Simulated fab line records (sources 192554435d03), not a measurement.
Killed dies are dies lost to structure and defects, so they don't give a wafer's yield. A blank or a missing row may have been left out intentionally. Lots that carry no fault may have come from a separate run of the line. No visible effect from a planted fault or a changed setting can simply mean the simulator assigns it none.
Split-lot trial	flow n5_finfet	7 lots, 39 wafers read, on a route of 1938 steps

## ON THE SPLIT
At N5_BEOL_M10_DEP_56 (deposits SiCN from 3MS/NH3, target thk 15 nm, time 26.5 s), the setting target_thk_a was moved away from the recipe's 150 angstrom on 12 of the 39 wafers read, by -41.5% to +26.1%. The other wafers ran this setting at the recipe's value.

The split's own step is where the reading is taken.

## THE READING
SiCN_of_BEOL_M10_DEP_56.thk_nm (the simulator's own value, which no gauge read), in nm, at N5_BEOL_M10_DEP_56 (deposits SiCN from 3MS/NH3, target thk 15 nm, time 26.5 s). The file does not state a usual value for it. Here, 27 wafers ran the recipe; their average is 14.9 nm with a standard deviation of 0.21 nm.

wafer	tool, chamber at the split	target_thk_a as run, angstrom	against the recipe	SiCN_of_BEOL_M10_DEP_56.thk_nm, nm	against lot-mates on the recipe
L081.1	pecvd-01, 0,2,1	150	recipe	15	-
L081.5	pecvd-01, 0,2,1	150	recipe	15	-
L081.6	pecvd-01, 0,2,1	150	recipe	15	-
L081.2	pecvd-01, 1,2	189.2	+26.1%	18.8	+3.8
L081.3	pecvd-01, 1,2	189.2	+26.1%	18.8	+3.8
L081.4	pecvd-01, 0	189.2	+26.1%	19	+4.0
L082.1	pecvd-04, 2	173.6	+15.7%	16.8	+1.9
L082.2	pecvd-04, 1	173.6	+15.7%	17	+2.1
L082.3	pecvd-04, 0	150	recipe	15.2	-
L082.4	pecvd-04, 0	173.6	+15.7%	17.8	+2.9
L082.5	pecvd-04, 1	150	recipe	14.8	-
L082.6	pecvd-04, 2	150	recipe	14.6	-
L090.1	pecvd-01, 2,0,0	150	recipe	14.6	-
L090.3	pecvd-01, 2,0,0	150	recipe	14.6	-
L090.4	pecvd-01, 2,0,0	150	recipe	14.6	-
L090.2	pecvd-01, 1,2	150	recipe	14.8	-
L090.6	pecvd-01, 1,2	150	recipe	14.8	-
L090.5	pecvd-01, 1	150	recipe	15	-
L091.1	pecvd-04, 2	93.91	-37.4%	9	-5.8
L091.4	pecvd-04, 2	93.91	-37.4%	9	-5.8
L091.2	pecvd-04, 0	150	recipe	14.6	-
L091.3	pecvd-04, 1	150	recipe	14.8	-
L091.5	pecvd-04, 1	93.91	-37.4%	9.4	-5.4
L091.6	pecvd-04, 0	150	recipe	15	-
L095.1	pecvd-01, 1	150	recipe	15.2	-
L095.4	pecvd-01, 1	150	recipe	15.2	-
L095.2	pecvd-01, 2	150	recipe	15	-
L095.3	pecvd-01, 0,2,0	87.77	-41.5%	8.8	-6.3
L095.5	pecvd-01, 0,2,0	87.77	-41.5%	8.8	-6.3
L095.6	pecvd-01, 0,2,0	87.77	-41.5%	8.8	-6.3
L096.1	pecvd-04, 1	150	recipe	14.8	-
L096.2	pecvd-04, 0,1,1	150	recipe	15	-
L096.4	pecvd-04, 0,1,1	150	recipe	15	-
L096.6	pecvd-04, 0,1,1	150	recipe	15	-
L096.3	pecvd-04, 0	150	recipe	15.2	-
L096.5	pecvd-04, 0	150	recipe	15.2	-
L097.3	pecvd-01, 2	150	recipe	14.8	-
L097.4	pecvd-01, 1,0	150	recipe	15.2	-
L097.6	pecvd-01, 1,0	150	recipe	15.2	-
Where a row lists several chambers, the file gives one row for several wafers and doesn't say which wafer went through which chamber.

THE FIT
A straight line over all 39 wafers: SiCN_of_BEOL_M10_DEP_56.thk_nm changes by +0.15 nm for each +1% of target_thk_a; r = +1.00; the points scatter about the line by 0.24 nm.
The same after taking each lot's own level away (the mean of its wafers on the recipe; 39 wafers): +0.151 nm for each +1%; r = +1.00; scatter 0.19 nm.
The reading moves by 6.3 nm for the largest change in target_thk_a, on that fit.
From 14.73 to 15.13 nm: that is the span of the lots' own levels, equal to 1.9 times the standard deviation above.
The two slopes agree, so the slope changes little with the lot-to-lot level.
Check: -6.27 nm against its lot-mates is what the line predicts for one of the wafers moved furthest among these (-41.5%) when that wafer is left out of the fit. Against them it came out at -6.33 nm.

## ADDITIONAL SPLITS CARRIED BY THESE WAFERS
These wafers also went through other splits before the reading. Each is held against what the fit with the lots' levels taken away leaves over:
other split on the same wafers	wafers away from the commonest value	r with SiCN_of_BEOL_M10_DEP_56.thk_nm (lot level and that fit taken away)
N5_BEOL_M8_ILD_DEP_00 target_thk_a	15	+0.05
N5_BEOL_M9_CVD_78 target_thk_a	9	+0.07

## THE FILE'S OWN FIT
SiCN_of_BEOL_M10_DEP_56.thk_nm changes by +0.151 nm for each +1% of target_thk_a, r = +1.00.
